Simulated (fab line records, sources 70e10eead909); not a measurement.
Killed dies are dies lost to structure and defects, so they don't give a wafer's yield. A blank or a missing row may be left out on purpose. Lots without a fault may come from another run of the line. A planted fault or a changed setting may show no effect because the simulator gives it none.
Chamber matching | flow nand_harc | NHARC_A_SGD_CUT_DEP_00 on pecvd-03: 3 sister chambers
The step deposits SiNx, target thk 50 nm. 3 wafers are shown with their chamber, then 7 later ones without.

WAFERS WITH THEIR CHAMBER
wafer  | chamber | heater_power_w (W)
L082.5 | 1       | 615
L086.1 | 2       | 640
L086.2 | 0       | 612

WAFERS WITHOUT THEIR CHAMBER
wafer  | heater_power_w (W)
L086.3 | 676
L085.4 | 648
L085.5 | 709
L085.6 | 662
L095.2 | 626
L095.4 | 625
L095.6 | 597

WHICH CHAMBER EACH WENT THROUGH
wafer  | from the rows above          | in truth
L086.3 | can't be placed: 2 or 1 or 0 | 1
L085.4 | can't be placed: 2 or 1 or 0 | 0
L085.5 | can't be placed: 2 or 1 or 0 | 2
L085.6 | can't be placed: 2 or 1 or 0 | 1
L095.2 | can't be placed: 1 or 0 or 2 | 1
L095.4 | can't be placed: 1 or 0 or 2 | 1
L095.6 | can't be placed: 0 or 1 or 2 | 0
Placed correctly: 0 of 7. Can't be placed from these rows: 7 (the true chamber is among the candidates in 7). Placed wrongly: 0.
How it was worked out, from the rows above alone: a wafer's distance from a chamber is the root of the sum, over the readings, of the square of ((its reading less the chamber's mean) divided by the reading's scatter). The wafer belongs to the nearest chamber; if the next one is less than 2 further off, it can't be placed. A chamber's mean is the mean of its shown wafers. The scatter: with one shown wafer a chamber, the root of the mean of the squares of how far each hidden wafer lies from its nearest shown one.
